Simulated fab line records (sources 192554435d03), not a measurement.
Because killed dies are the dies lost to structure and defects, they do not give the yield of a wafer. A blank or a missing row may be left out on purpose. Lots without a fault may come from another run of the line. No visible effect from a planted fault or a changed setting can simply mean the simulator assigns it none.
Chamber matching + flow n5-finfet + 3 sister chambers for N5_BEOL_M6_DEP_56 on pecvd-01
The step deposits SiCN from 3MS/NH3, target thk 10 nm, time 17.5 s. 6 wafers are shown with their chamber, then 8 later ones without.

== WAFERS PAIRED WITH THEIR CHAMBERS ==
| wafer  | chamber | showerhead-vpp-V (V) | showerhead-plenum-p-Torr (Torr) |
|--------|---------|----------------------|---------------------------------|
| L078.5 | 0       | 804                  | 3.681                           |
| L089.2 | 0       | 815                  | 3.682                           |
| L091.1 | 1       | 875                  | 3.693                           |
| L091.2 | 2       | 821                  | 3.676                           |
| L091.4 | 2       | 819                  | 3.669                           |
| L092.1 | 1       | 877                  | 3.681                           |

== WAFERS WITHOUT THEIR CHAMBER ==
| wafer  | showerhead-vpp-V (V) | showerhead-plenum-p-Torr (Torr) |
|--------|----------------------|---------------------------------|
| L092.3 | 795                  | 3.683                           |
| L092.4 | 806                  | 3.676                           |
| L097.2 | 877                  | 3.690                           |
| L097.4 | 798                  | 3.679                           |
| L097.5 | 811                  | 3.668                           |
| L096.4 | 813                  | 3.683                           |
| L096.5 | 869                  | 3.679                           |
| L096.6 | 813                  | 3.676                           |

== CHAMBER TAKEN BY EACH ==
| wafer  | from the rows above     | in truth |
|--------|-------------------------|----------|
| L092.3 | 0                       | 0        |
| L092.4 | can't be placed: 0 or 2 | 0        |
| L097.2 | 1                       | 1        |
| L097.4 | 0                       | 0        |
| L097.5 | can't be placed: 2 or 0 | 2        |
| L096.4 | can't be placed: 0 or 2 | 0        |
| L096.5 | 1                       | 1        |
| L096.6 | can't be placed: 0 or 2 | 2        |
4 of 8 placed correctly. From these rows, 4 cannot be placed; in 4 the true chamber is one of the candidates. Wrongly placed: 0.
How it was worked out, from the rows above alone: a wafer's distance from a chamber is the root of the sum, over the readings, of the square of ((its reading less the chamber's mean) divided by the reading's scatter). The wafer belongs to the nearest chamber; if the next one is less than 2 further off, it can't be placed. The mean given for a chamber averages the wafers shown for that chamber. The scatter: take each reading less its chamber's mean, square it, sum over the shown wafers, divide by the number of wafers less the number of chambers, and take the root.
